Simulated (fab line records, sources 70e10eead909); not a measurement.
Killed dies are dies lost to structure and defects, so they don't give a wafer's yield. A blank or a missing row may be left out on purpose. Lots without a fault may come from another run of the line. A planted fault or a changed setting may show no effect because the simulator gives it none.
Chamber matching | flow nand_harc | NHARC_P_CONTACT_ALD_22 on ald_metal-02: 4 sister chambers
The step deposits TiN, target thk 3 nm, pulse time 1 s, ald cycles 150. 4 wafers are shown with their chamber, then 7 later ones without.

WAFERS WITH THEIR CHAMBER
wafer  | chamber | heater_power_w (W)
L085.3 | 2       | 1367
L092.1 | 0       | 943
L094.1 | 1       | 1360
L094.2 | 3       | 1088

WAFERS WITHOUT THEIR CHAMBER
wafer  | heater_power_w (W)
L094.5 | 936
L095.3 | 1412
L095.4 | 925
L095.6 | 1077
L096.1 | 939
L096.2 | 1093
L096.6 | 1318

WHICH CHAMBER EACH WENT THROUGH
wafer  | from the rows above     | in truth
L094.5 | 0                       | 0
L095.3 | can't be placed: 2 or 1 | 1
L095.4 | 0                       | 0
L095.6 | 3                       | 3
L096.1 | 0                       | 0
L096.2 | 3                       | 3
L096.6 | can't be placed: 1 or 2 | 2
Placed correctly: 5 of 7. Can't be placed from these rows: 2 (the true chamber is among the candidates in 2). Placed wrongly: 0.
How it was worked out, from the rows above alone: a wafer's distance from a chamber is the root of the sum, over the readings, of the square of ((its reading less the chamber's mean) divided by the reading's scatter). The wafer belongs to the nearest chamber; if the next one is less than 2 further off, it can't be placed. A chamber's mean is the mean of its shown wafers. The scatter: with one shown wafer a chamber, the root of the mean of the squares of how far each hidden wafer lies from its nearest shown one.
